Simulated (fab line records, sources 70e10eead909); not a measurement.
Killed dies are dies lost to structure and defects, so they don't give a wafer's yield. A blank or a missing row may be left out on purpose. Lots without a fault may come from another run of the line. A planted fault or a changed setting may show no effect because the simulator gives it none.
Which tool did it? | flow nand_harc | 11 lots, 33 wafers sampled, at 4 steps of a route of 1302

WHAT THE GAUGES READ, wafer by wafer
NHARC_P_STI_OCD_MEAS_43. Usual: trench_depth_nm 301.1 nm, standard deviation 2.7; trench_foot_cd_nm 158.4 nm, standard deviation 1.3.
lot  | measured     | on     | trench_depth_nm (nm) | trench_foot_cd_nm (nm) | flag
L627 | day 3 07:56  | ocd-02 | 302.6 302.1 303.7    | 158.8 159.3 157.1      |
L628 | day 3 17:54  | ocd-01 | 301.5 302.6 300.2    | 157.3 157.8 160.0      |
L631 | day 4 23:57  | ocd-02 | 299.0 294.9 299.0    | 158.3 160.2 158.4      |
L632 | day 5 07:40  | ocd-02 | 304.5 299.8 303.5    | 156.5 159.0 158.1      |
L637 | day 7 12:02  | ocd-01 | 303.6 304.7 306.3    | 158.7 159.0 159.1      |
L638 | day 7 20:19  | ocd-01 | 306.1 305.4 304.1    | 159.3 157.1 156.9      |
L640 | day 8 19:27  | ocd-01 | 299.0 302.5 300.7    | 161.9 158.8 158.5      |
L642 | day 9 14:38  | ocd-01 | 303.2 298.5 302.1    | 157.5 158.6 156.9      |
L646 | day 11 06:58 | ocd-01 | 303.9 302.2 304.4    | 156.9 157.1 157.2      |
L647 | day 11 13:46 | ocd-01 | 295.1 296.9 295.3    | 158.0 158.5 159.6      |
L648 | day 13 06:22 | ocd-02 | 297.7 296.4 296.9    | 158.0 158.9 156.9      |

NHARC_P_GATE_CD_MEAS_11: target cd 1640 nm. Usual: cd_nm 1640.6 nm, standard deviation 1.3.
lot  | measured     | on        | cd_nm (nm)           | flag
L627 | day 5 01:06  | cd_sem-01 | 1639.6 1640.2 1639.9 |
L628 | day 5 01:16  | cd_sem-03 | 1640.8 1642.0 1640.8 |
L631 | day 6 14:05  | cd_sem-03 | 1640.9 1640.2 1642.0 |
L632 | day 6 19:57  | cd_sem-02 | 1638.4 1638.1 1639.0 |
L637 | day 8 22:16  | cd_sem-02 | 1642.2 1641.1 1642.7 |
L638 | day 9 06:26  | cd_sem-01 | 1640.6 1639.5 1641.7 |
L640 | day 10 11:18 | cd_sem-01 | 1640.4 1638.9 1638.6 |
L642 | day 11 01:54 | cd_sem-02 | 1642.6 1642.1 1639.8 |
L646 | day 12 16:23 | cd_sem-02 | 1641.2 1641.2 1641.0 |
L647 | day 12 23:48 | cd_sem-01 | 1638.9 1639.0 1640.2 |
L648 | day 14 21:40 | cd_sem-01 | 1642.1 1641.3 1643.1 |

NHARC_P_GATE_CD_MEAS_26: target cd 120 nm. Usual: cd_nm 120.0 nm, standard deviation 0.44.
lot  | measured     | on        | cd_nm (nm)        | flag
L627 | day 5 17:51  | cd_sem-02 | 119.6 119.8 120.4 |
L628 | day 5 17:12  | cd_sem-02 | 120.2 120.4 119.6 |
L631 | day 7 04:01  | cd_sem-02 | 119.7 120.5 120.0 |
L632 | day 7 12:44  | cd_sem-02 | 120.6 120.3 120.1 |
L637 | day 9 16:39  | cd_sem-03 | 120.2 119.8 120.1 |
L638 | day 9 20:32  | cd_sem-02 | 119.5 119.5 119.6 |
L640 | day 11 02:00 | cd_sem-01 | 123.5 123.2 123.3 | OFF
L642 | day 11 15:42 | cd_sem-03 | 123.1 123.1 122.7 | OFF
L646 | day 13 06:17 | cd_sem-03 | 119.8 119.8 119.4 |
L647 | day 13 14:30 | cd_sem-02 | 120.1 119.2 119.8 |
L648 | day 15 12:23 | cd_sem-02 | 121.0 120.6 119.8 |

WHICH TOOL RAN EACH LOT (tool, then ch and the chambers of the sampled wafers, then the start)
lot  | NHARC_P_GATE_PEB_24
L627 | litho_track-06 ch 0, day 5 17:46
L628 | litho_track-01 ch 0, day 5 17:07
L631 | litho_track-06 ch 0, day 7 03:56
L632 | litho_track-06 ch 0, day 7 12:40
L637 | litho_track-06 ch 0, day 9 16:34
L638 | litho_track-01 ch 0, day 9 20:28
L640 | litho_track-06 ch 0, day 11 01:55
L642 | litho_track-06 ch 0, day 11 15:37
L646 | litho_track-01 ch 0, day 13 06:11
L647 | litho_track-01 ch 0, day 13 14:25
L648 | litho_track-01 ch 0, day 15 12:19
- NHARC_P_GATE_PEB_24: peb time 65 s.

WHAT THE TOOLS THEMSELVES READ (means of the sampled wafers that have a number; where no wafer has one, the mark that the record gives instead)
NHARC_P_GATE_PEB_24. Usual: exhaust_pa 45.0 Pa, standard deviation 0.85; heater_power_total_W 156.6 W, standard deviation 0.44; plate_temp_C 100.02 C, standard deviation 0.14.
lot  | tool           | exhaust_pa (Pa) | heater_power_total_W (W) | plate_temp_C (C) | flag
L627 | litho_track-06 | 45.9            | 156.8                    | 99.86            |
L628 | litho_track-01 | 44.2            | 156.8                    | 100.05           |
L631 | litho_track-06 | 45.5            | 156.4                    | 100.05           |
L632 | litho_track-06 | 44.7            | 156.7                    | 99.97            |
L637 | litho_track-06 | 44.6            | 157.0                    | 99.85            |
L638 | litho_track-01 | 45.0            | 157.1                    | 100.13           |
L640 | litho_track-06 | 45.4            | 155.2                    | 99.06            | OFF
L642 | litho_track-06 | 44.8            | 154.7                    | 99.25            | OFF
L646 | litho_track-01 | 44.3            | 157.0                    | 99.99            |
L647 | litho_track-01 | 44.6            | 156.8                    | 100.05           |
L648 | litho_track-01 | 45.0            | 156.7                    | 99.93            |

THE ANSWER, worked out from the rows above alone
Rule: a lot is off if the mean of its wafers that have a number lies more than 3 standard deviations from the usual mean. A lot without any number at a reading at which 4 lots or more have one is off too. The other lots that the step has rows for count as sound. The gauges are gone through in route order, then the tools' own readings, and for those a lot's mean is taken as printed above. The first step at which some lot is off is used, and at that step the reading that is off furthest; a lot without a number counts as furthest.
Off: L640, L642, at NHARC_P_GATE_CD_MEAS_26 (cd_nm).
A tool fits if, at a process step before that reading, it ran every lot that is off, and no sound lot after the first of them. The gauges at NHARC_P_GATE_CD_MEAS_26 aren't tried: what is off there is off at NHARC_P_GATE_PEB_24 too, on other tools, and a gauge's error can't cause that. One fits: litho_track-06 at NHARC_P_GATE_PEB_24. Its last sound lot is L637 (day 9 16:34), its first lot that is off L640 (day 11 01:55): a fault that began between those two fits.
The tool's own readings at NHARC_P_GATE_PEB_24 bear it out: on the lots that are off they differ by more than 5 times the standard deviation of the sound lots' means. heater_power_total_W reads 154.9 W there against 156.8 W on the sound lots; plate_temp_C reads 99.16 C there against 99.99 C on the sound lots.

WHAT THE SIMULATOR HAD PUT IN
Process parameter drift: litho_track-06, from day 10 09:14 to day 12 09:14, at NHARC_P_GATE_PEB_24. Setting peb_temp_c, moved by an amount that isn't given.
Lots struck among those shown: L640, L642. The rule above found the same.
